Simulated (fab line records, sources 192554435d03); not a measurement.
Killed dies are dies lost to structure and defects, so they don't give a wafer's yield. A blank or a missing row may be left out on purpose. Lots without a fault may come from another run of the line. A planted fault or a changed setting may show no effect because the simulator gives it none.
Which tool did it? | flow n5_finfet | 24 lots, 72 wafers sampled, at 1 step of a route of 1938

WHAT THE GAUGES READ, wafer by wafer
N5_BEOL_M6_CD_MEAS_28: target cd 40 nm.
lot  | measured     | on        | cd_nm (nm)
L074 | day 9 00:20  | cd_sem-01 | 40.03 39.89 39.87
L076 | day 9 04:34  | cd_sem-01 | 40.08 39.67 39.88
L075 | day 9 11:00  | cd_sem-01 | 40.00 39.98 40.29
L077 | day 9 23:48  | cd_sem-01 | 40.17 40.30 40.14
L078 | day 10 03:51 | cd_sem-01 | 39.95 40.17 40.10
L079 | day 10 07:08 | cd_sem-03 | 40.08 40.07 40.03
L080 | day 10 12:38 | cd_sem-01 | 40.18 40.41 40.41
L081 | day 10 13:14 | cd_sem-01 | 39.99 39.94 39.71
L082 | day 10 13:36 | cd_sem-01 | 39.91 40.25 40.17
L083 | day 11 10:07 | cd_sem-02 | 39.93 40.30 40.38
L085 | day 11 10:33 | cd_sem-01 | 40.43 39.57 40.04
L084 | day 11 13:01 | cd_sem-02 | 40.42 39.84 40.20
L087 | day 12 05:31 | cd_sem-03 | 39.98 39.87 39.78
L086 | day 12 20:31 | cd_sem-02 | 40.44 39.67 40.32
L089 | day 12 20:34 | cd_sem-02 | 40.37 39.86 40.06
L088 | day 13 03:13 | cd_sem-03 | 40.11 40.02 40.15
L090 | day 13 11:50 | cd_sem-02 | 40.08 40.11 40.18
L091 | day 14 11:37 | cd_sem-02 | 40.09 40.25 40.10
L093 | day 14 15:37 | cd_sem-02 | 40.05 40.17 40.18
L094 | day 14 19:16 | cd_sem-01 | 39.38 39.88 39.85
L092 | day 14 21:19 | cd_sem-03 | 40.24 39.71 40.11
L096 | day 15 15:25 | cd_sem-03 | 40.16 39.90 39.76
L095 | day 15 15:28 | cd_sem-02 | 39.85 40.13 40.11
L097 | day 15 17:04 | cd_sem-01 | 39.86 40.01 40.07

WHICH TOOL RAN EACH LOT (tool, then ch and the chambers of the sampled wafers, then the start)
The record holds no process step before these readings.

WHAT THE TOOLS THEMSELVES READ (means of the sampled wafers that have a number; where no wafer has one, the mark that the record gives instead)
The record holds no such reading with a usual standard deviation.

THE ANSWER, worked out from the rows above alone
Rule: what is usual is taken from the lots themselves. Put in order of their means at a reading, lots are off if they are a third of the lots or fewer, leave a main group of 4 or more, and stand apart from it by a gap of 3 or more times the standard deviation of the main group's means; of several such gaps the widest counts. A main group whose means are all the same, to the digits that the tables above print for the reading, isn't used. A lot without any number at a reading at which 4 lots or more have one is off too. The other lots that the step has rows for count as sound. The gauges are gone through in route order, then the tools' own readings, and for those a lot's mean is taken as printed above. The first step at which some lot is off is used, and at that step the reading that is off furthest; a lot without a number counts as furthest.
No lot is off at any reading shown: from this, nothing can be told.

WHAT THE SIMULATOR HAD PUT IN
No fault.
